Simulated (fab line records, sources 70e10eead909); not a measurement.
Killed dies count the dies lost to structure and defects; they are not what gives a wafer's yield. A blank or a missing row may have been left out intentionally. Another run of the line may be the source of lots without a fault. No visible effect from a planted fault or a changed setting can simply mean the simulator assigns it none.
A struck lot beside a sound one / flow nand_harc / 14 out of 1302 route steps
Sound: these wafers, L196.1, L196.4, L196.5. The struck wafers were L212.4, L212.5, L212.6. Last of all comes the cause.
For every step that has rows: the tool of each side, followed by ch and its chambers, followed by its first start. Under that, the readings that differ: sound wafers / struck wafers / difference of the means / sigmas: that difference in standard deviations of wafers without a fault.
alike: readings whose means differ by less than 2 such deviations, and words and numbers that are the same on both sides. not compared: withheld readings, readings that some wafer has no value for, bounds like >300 that may hide the same value, and numbers for which the record gives no deviation and whose values overlap.
Wherever a step has rows on one side only, a row that says differs or no value, or a row with sigmas, the two part there. When numbers do not overlap yet have no deviation, they are printed without sigmas and do not part them. A reading missing from all wafers of one side parts the sides only when that side holds two or more wafers.

first, 5 steps without rows for these wafers: NHARC_A_CONTACT_SOFTBAKE_37 (time 55 s); NHARC_A_CONTACT_EBR_38; NHARC_A_CONTACT_EXPOSE_39 (exposes mask A CC 3); NHARC_A_CONTACT_PEB_40 (peb time 65 s); NHARC_A_CONTACT_DEVELOP_41 (develop time 35 s).
NHARC_A_CONTACT_CD_MEAS_42: target cd 300 nm.
  sound on cd_sem-01 ch 0, day 22 13:40; struck on cd_sem-01 ch 0, day 29 03:49
  alike: cd_nm
NHARC_A_CONTACT_OVL_MEAS_43:
  sound on overlay-01 at day 22 13:46; struck on overlay-02 at day 29 03:55
  alike: overlay_x_nm, overlay_y_nm
NHARC_A_CONTACT_INSPECT_44:
  sound on defect_inspect-02 at day 22 13:48; struck on defect_inspect-01 at day 29 03:57
  alike: raw_defect_count
NHARC_A_CONTACT_DESCUM_47: chemistry O2, time 3 s.
  sound on rie_diel-07 ch 0,1,2, day 22 13:52; struck on rie_diel-07 ch 1,2,3, day 29 04:02
  alike: drypump_motor_current_A, oes_product_au, rf_vpp_V, showerhead_plenum_p_Torr, throttle_valve_pct
  not compared: rf_hours_counter_h
NHARC_A_CONTACT_ETCH_48: etches the open film in CF4, target depth 39 nm, time 65 s.
  sound on rie_diel-07 ch 0,1,2, day 22 14:02; struck on rie_diel-07 ch 1,2,3, day 29 04:08
  alike: bias_w, drypump_motor_current_A, oes_product_au, rf_vpp_V, showerhead_plenum_p_Torr, throttle_valve_pct
  not compared: rf_hours_counter_h
NHARC_A_CONTACT_ETCH_49: etches the open film in N2/H2, target depth 260 nm, time 475.3 s.
  sound on rie_diel-07 ch 2,3; struck on rie_diel-07 ch 1,2,3
  alike: bias_w, drypump_motor_current_A, oes_product_au, rf_vpp_V, showerhead_plenum_p_Torr, throttle_valve_pct
  not compared: rf_hours_counter_h
NHARC_A_CONTACT_ETCH_50: etches the open film in CF4/CHF3, target depth 121 nm, time 60.5 s.
  sound on rie_diel-07 ch 0,1,3; struck on rie_diel-07 ch 1,2,3
  alike: bias_w, drypump_motor_current_A, oes_product_au, rf_vpp_V, showerhead_plenum_p_Torr, throttle_valve_pct
  not compared: rf_hours_counter_h
NHARC_A_CONTACT_ETCH_51: etches the open film in O2/COS, target depth 7000 nm, time 1820 s.
  sound on rie_diel-07 ch 1,2,3, day 22 14:32; struck on rie_diel-07 ch 1,2,3, day 29 05:15
reading=o2_flow_sccm (sccm); sound=398.8 401.6 399.3; struck=319.5 316.2 318.9; difference=-81.7; sigmas=-63
reading=showerhead_plenum_p_Torr (Torr); sound=3.25 3.35 3.20; struck=2.77 2.81 2.90; difference=-0.44; sigmas=-3
reading=throttle_valve_pct (%); sound=28.328 28.316 28.339; struck=25.256 25.254 25.231; difference=-3.081; sigmas=-99 or more
  alike: bias_w, drypump_motor_current_A, oes_product_au, rf_vpp_V
  not compared: rf_hours_counter_h
NHARC_A_CONTACT_ETCH_111: etches the open film in C4F8/O2/Ar, time 140 s, target depth 700 nm.
  sound on har_cap_etch-01 ch 0,1, day 22 15:47; struck on har_cap_etch-01 ch 0,1, day 29 06:19
  not compared: rf_hours_counter_h

WHERE THEY PART
Only at NHARC_A_CONTACT_ETCH_51, as far as this record shows.

WHY: what the simulator had put in
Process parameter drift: rie_diel-07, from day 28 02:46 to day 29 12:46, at NHARC_A_CONTACT_ETCH_51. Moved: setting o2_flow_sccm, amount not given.
